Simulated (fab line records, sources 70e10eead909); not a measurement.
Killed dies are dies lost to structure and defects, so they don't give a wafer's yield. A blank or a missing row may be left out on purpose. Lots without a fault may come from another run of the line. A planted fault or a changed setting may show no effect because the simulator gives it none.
A struck lot beside a sound one | flow nand_harc | 13 steps out of a route of 1302
Sound: wafers L767.1, L767.2, L767.4. Struck: wafer L769.2. (L769.1, L769.3 of the same lot were not struck and are left out.) The cause comes at the end.
At each step with rows: each side's tool, then ch and its chambers, then its first start. Under that, the readings that differ: sound wafers | struck wafers | difference of the means | sigmas: that difference in standard deviations of wafers without a fault.
alike: readings whose means differ by less than 2 such deviations, and words and numbers that are the same on both sides. not compared: withheld readings, readings that some wafer has no value for, bounds like >300 that may hide the same value, and numbers for which the record gives no deviation and whose values overlap.
The two part at a step that has a row with sigmas, a row that says differs or no value, or rows on one side only. Numbers that don't overlap but have no deviation are shown without sigmas and don't part them. A reading that every wafer of one side lacks parts them only if that side has two wafers or more.

NHARC_A_STAIRCASE_TRIM_191: chemistry O2, time 211.2 s.
  sound on rie_diel-11 ch 0,1,2; struck on rie_diel-04 ch 1
  reading                         | sound             | struck | difference | sigmas
  oes_product_au (a.u.)           | 1.009 0.999 1.023 | 0.980  | -0.030     | -2
  rf_hours_counter_h (h)          | 33 41 38          | 8      | -29        |
  showerhead_plenum_p_Torr (Torr) | 3.32 3.39 3.43    | 3.77   | +0.39      | +2
  alike: drypump_motor_current_A, rf_vpp_V, throttle_valve_pct
NHARC_A_STAIRCASE_ETCH_192: etches the open film in C4F8/O2, target depth 100 nm, time 40.5 s.
  sound on rie_diel-11 ch 0,2,3; struck on rie_diel-04 ch 3
  reading                | sound    | struck | difference | sigmas
  rf_hours_counter_h (h) | 39 41 33 | 11     | -27        |
  alike: oes_product_au, rf_vpp_V, run_length_s
NHARC_A_STAIRCASE_TRIM_193: chemistry O2, time 211.2 s.
  sound on rie_diel-11 ch 0,1,2; struck on rie_diel-04 ch 3
  reading                | sound    | struck | difference | sigmas
  rf_hours_counter_h (h) | 38 33 41 | 11     | -26        |
  alike: drypump_motor_current_A, oes_product_au, rf_vpp_V, showerhead_plenum_p_Torr, throttle_valve_pct
NHARC_A_STAIRCASE_ETCH_194: etches the open film in C4F8/O2, target depth 100 nm, time 40.5 s.
  sound on rie_diel-11 ch 1,2,3; struck on rie_diel-04 ch 2
  reading                | sound          | struck | difference | sigmas
  rf_hours_counter_h (h) | 39 38 41       | 9      | -30        |
  run_length_s (s)       | 62.0 63.3 62.0 | 61.2   | -1.2       | -3
  alike: oes_product_au, rf_vpp_V
then, 1 step without rows for these wafers: NHARC_A_STAIRCASE_TRIM_196 (chemistry O2, time 211.2 s).
NHARC_A_STAIRCASE_ETCH_197: etches the open film in C4F8/O2, target depth 100 nm, time 40.5 s.
  sound on rie_diel-03 ch 0,2,3; struck on rie_diel-03 ch 0
  reading                | sound    | struck | difference | sigmas
  rf_hours_counter_h (h) | 29 32 33 | 40     | +9         |
  alike: oes_product_au, rf_vpp_V, run_length_s
then, 5 steps without rows for these wafers: NHARC_A_STAIRCASE_TRIM_198 (chemistry O2, time 211.2 s); NHARC_A_STAIRCASE_ETCH_199 (etches the open film in C4F8/O2, target depth 100 nm, time 40.5 s); NHARC_A_STAIRCASE_TRIM_200 (chemistry O2, time 211.2 s); NHARC_A_STAIRCASE_ETCH_201 (etches the open film in C4F8/O2, target depth 100 nm, time 40.5 s); NHARC_A_STAIRCASE_TRIM_202 (chemistry O2, time 211.2 s).
NHARC_A_STAIRCASE_ETCH_203: etches the open film in C4F8/O2, target depth 100 nm, time 40.5 s.
  sound on rie_diel-03 ch 1,2,3, day 16 22:06; struck on rie_diel-03 ch 0, day 17 20:11
  reading                | sound          | struck | difference | sigmas
  rf_hours_counter_h (h) | 28 29 33       | 41     | +11        |
  run_length_s (s)       | 61.7 62.3 61.3 | 71.8   | +10.0      | +24
  alike: oes_product_au, rf_vpp_V
-- the record jumps here: 9 days lie between the struck wafers' starts before and after (it left off in module A_STAIRCASE and takes up again in module END, whose first step shown is number 1302 of the route) --
NHARC_END_SORT_01:
  sound on prober-01 ch 0, day 25 12:40; struck on prober-01 ch 0, day 26 08:45
  reading         | sound    | struck                   | difference                   | sigmas
  hold            | - - -    | await_dispo/1.7h/release | no value on the sound wafers |
  killed_at_array | 60 83 79 | 175                      | +101                         | +5
  killed_dies     | 63 87 82 | 182                      | +105                         | +6
  alike: killed_at_other, killed_at_periphery, killed_open, killed_short

WHERE THEY PART
First at NHARC_A_STAIRCASE_TRIM_191; last, within this record, at NHARC_END_SORT_01.

WHY: what the simulator had put in
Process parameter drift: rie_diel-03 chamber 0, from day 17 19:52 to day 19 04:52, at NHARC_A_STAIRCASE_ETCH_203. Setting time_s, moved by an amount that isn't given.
